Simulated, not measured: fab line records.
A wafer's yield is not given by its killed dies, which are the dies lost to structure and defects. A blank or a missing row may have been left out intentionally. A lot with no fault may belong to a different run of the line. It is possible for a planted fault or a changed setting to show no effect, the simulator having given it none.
A struck lot beside a sound one -- flow n5_finfet -- 15 out of 1938 route steps
Sound: wafers L745.3, L745.4, L745.5. Wafers struck: L766.1, L766.4, L766.6. The cause comes at the end.
Order at every step that has rows: each side's tool, ch and its chambers, its first start. Under that, the readings that differ: sound wafers -- struck wafers -- difference of the means -- sigmas: that difference in standard deviations of wafers without a fault.
alike: readings with means less than 2 such deviations apart, plus words and numbers identical on both sides. not compared: withheld readings, readings lacking a value on some wafer, bounds such as >300 that could conceal the same value, and numbers that have no deviation in the record and whose values overlap.
A row with sigmas, a row that says differs or no value, or rows on one side alone: a step with any of these is where the two part. Non-overlapping numbers with no deviation appear without sigmas and do not part them. A reading that every wafer of one side lacks parts them only if that side has two wafers or more.

first, 2 steps without rows for these wafers: N5_DUMMY_GATE_PRECLEAN_00 (cleans in O3/DIW, time 60 s); N5_DUMMY_GATE_SRD_01 (time 30 s).
N5_DUMMY_GATE_ALD_02: deposits SiO2, target thk 2 nm, pulse time 1 s.
  sound on ald_sin-02 ch 0,1,3, day 3 02:36; struck on ald_sin-02 ch 0,2,3, day 8 10:21
  alike: heater_power_w, precursor_pulse_height_rel
then, 3 steps without rows for these wafers: N5_DUMMY_GATE_CVD_03 (deposits a-Si from SiH4, target thk 150 nm, time 8042 s); N5_DUMMY_GATE_PRECLEAN_46 (cleans in DIW, time 89.5 s); N5_DUMMY_GATE_SRD_47 (dry time 32 s).
N5_DUMMY_GATE_CMP_04: polishes a-Si.
  sound on cmp-04 ch 0,2,3, day 3 06:28; struck on cmp-03 ch 1,3, day 8 14:13
  alike: motor_current_A, slurry_filter_dp_kPa, time_to_endpoint_s
N5_DUMMY_GATE_THK_MEAS_05:
  sound on film_metro-02 at day 3 06:41; struck on film_metro-02 at day 8 14:26
  alike: thk_nm
then, 4 steps without rows for these wafers: N5_DUMMY_GATE_HM_DEP_06 (deposits SiNx from DCS/NH3, target thk 80 nm, time 5141 s); N5_DUMMY_GATE_PECVD_30 (deposits SiO2 from TEOS/O2, target thk 55 nm, time 10.8 s); N5_DUMMY_GATE_COAT_34 (time 60 s, resist thk 60 nm); N5_DUMMY_GATE_COAT_35 (time 60 s, resist thk 10 nm).
N5_DUMMY_GATE_COAT_28: time 60 s, resist thk 10 nm.
  sound on litho_track-05 ch 0, day 3 10:43; struck on litho_track-03 ch 0, day 8 18:29
reading,sound,struck,difference,sigmas
spin_speed_rpm (rpm),1499.7 1500.6 1499.4,1300.8 1303.2 1301.6,-198.0,-99 or more
model.underlayer_of_DUMMY_GATE_COAT_28.thk_nm (nm),10 10 10,10.8 10.8 10.8,+0.8,
  alike: dispense_pressure_kPa, heater_power_total_W, resist_line_temp_C
then, 1 step without rows for these wafers: N5_DUMMY_GATE_COAT_09 (resist thk 30 nm).
N5_PASSIVATION_PROBE_49:
  sound wafers here have rows in the record (prober-02, day 13 07:29); struck ones have none

== WHERE THEY PART ==
First at N5_DUMMY_GATE_COAT_28; last, within this record, at N5_PASSIVATION_PROBE_49.

WHY: the cause the simulator had injected
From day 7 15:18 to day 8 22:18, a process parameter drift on litho_track-03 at N5_DUMMY_GATE_COAT_28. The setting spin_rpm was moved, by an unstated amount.
